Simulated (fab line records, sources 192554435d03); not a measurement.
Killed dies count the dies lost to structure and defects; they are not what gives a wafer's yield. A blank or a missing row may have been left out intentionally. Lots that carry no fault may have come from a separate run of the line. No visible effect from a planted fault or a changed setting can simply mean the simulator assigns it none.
Split-lot trial    flow n5_finfet    7 lots, 21 wafers read, on a route of 1938 steps

## SPLIT DETAILS
At N5_BEOL_M6_ETCH_66 (etches SOC in N2/H2, target depth 80 nm, overetch 16 nm, time 120 s), the setting bias_w was moved away from the recipe's 150 W on 8 of the 21 wafers read, by -16.5% to +16.8%. For the rest of the wafers, this setting stayed at what the recipe calls for.

The split's own step is where the reading is taken.

## THE READING
rf_vpp_V, in V, at N5_BEOL_M6_ETCH_66 (etches SOC in N2/H2, target depth 80 nm, overetch 16 nm, time 120 s). Typical for fault-free wafers on this fab line: 524.5 V, with standard deviation 2.5 V.

wafer   tool, chamber at the split  bias_w as run, W  against the recipe  rf_vpp_V, V  against lot-mates on the recipe
L076.3  rie_diel-03, 3              150               recipe              525.4        -
L076.4  rie_diel-03, 0              159.8             +6.5%               544.6        +19.2
L076.6  rie_diel-03, 3              159.8             +6.5%               545.3        +19.9
L079.1  rie_diel-05, 0              170.5             +13.7%              570.7        +43.4
L079.2  rie_diel-05, 3              150               recipe              527.3        -
L079.5  rie_diel-05, 0              170.5             +13.7%              570.7        +43.4
L078.1  rie_diel-05, 3              125.2             -16.5%              469.1        -52.6
L078.2  rie_diel-05, 1              150               recipe              521.7        -
L078.5  rie_diel-05, 2              125.2             -16.5%              464.8        -56.9
L081.1  rie_diel-02, 2              150               recipe              527.6        -
L081.2  rie_diel-02, 0              160.9             +7.3%               550.2        +24.5
L081.4  rie_diel-02, 1              150               recipe              523.8        -
L082.2  rie_diel-02, 2              175.2             +16.8%              581.4        +57.2
L082.3  rie_diel-02, 3              150               recipe              519.6        -
L082.5  rie_diel-02, 0              150               recipe              528.7        -
L084.2  rie_diel-05, 3              150               recipe              524.2        -
L084.3  rie_diel-05, 1              150               recipe              521.5        -
L084.5  rie_diel-05, 2              150               recipe              522.6        -
L095.2  rie_diel-02, 1              150               recipe              525.7        -
L095.3  rie_diel-02, 2              150               recipe              525.4        -
L095.5  rie_diel-02, 0              150               recipe              526.5        -

THE FIT
A straight line over all 21 wafers: rf_vpp_V changes by +3.42 V for each +1% of bias_w; r = +1.00; the points scatter about the line by 2.4 V.
The same after taking each lot's own level away (the mean of its wafers on the recipe; 21 wafers): +3.28 V for each +1%; r = +1.00; scatter 2 V.
On that fit, the largest move of bias_w shifts the reading by 55 V.
The span of the lots' own levels, 521.70 to 527.30 V, comes to 2.2 times the standard deviation stated above.
Consequently the slope shifts little with the lot-to-lot level, the two slopes agreeing.
Check: for one of the wafers moved furthest among these (+16.8%), held out of the fit, the line's prediction against its lot-mates is +54.2 V. It came out at +57.2 V against them.
Tool readings at the split's step, against how far the setting was moved: rf_vpp_V r = +1.00.

## ADDITIONAL SPLITS CARRIED BY THESE WAFERS
Note: prior to the reading, these wafers also went through further splits. Each is held against what the fit with the lots' levels taken away leaves over:
other split on the same wafers  wafers away from the commonest value  r with rf_vpp_V (lot level and that fit taken away)
N5_BEOL_M3_COAT_22 spin_rpm     13                                    +0.03
N5_BEOL_M4_COAT_05 spin_rpm     6                                     -0.06
N5_BEOL_M4_COAT_76 spin_rpm     10                                    +0.03
N5_BEOL_M4_DESCUM_33 time_s     6                                     -0.03
N5_BEOL_M5_COAT_05 spin_rpm     10                                    -0.08
N5_BEOL_M5_EXPOSE_08 dose_mj    3                                     -0.19
N5_BEOL_M6_ETCH_62 time_s       7                                     -0.20

## THE WHOLE CHAIN: every reading that the file lists as answering this split, in the file's order
step                what it does                                                         reading                                                                           change (the file's fit)                 r (the file's)
N5_BEOL_M6_ETCH_66  etches SOC in N2/H2, target depth 80 nm, overetch 16 nm, time 120 s  rf_vpp_V                                                                          +3.3 V for each +1% of the setting      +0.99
N5_BEOL_M6_ETCH_66  etches SOC in N2/H2, target depth 80 nm, overetch 16 nm, time 120 s  SiARC_of_BEOL_M6_COAT_64.thk_nm (the simulator's own value, which no gauge read)  -0.0811 nm for each +1% of the setting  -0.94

## FILE'S OWN FIT
rf_vpp_V changes by +3.3 V for each +1% of bias_w, r = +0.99.
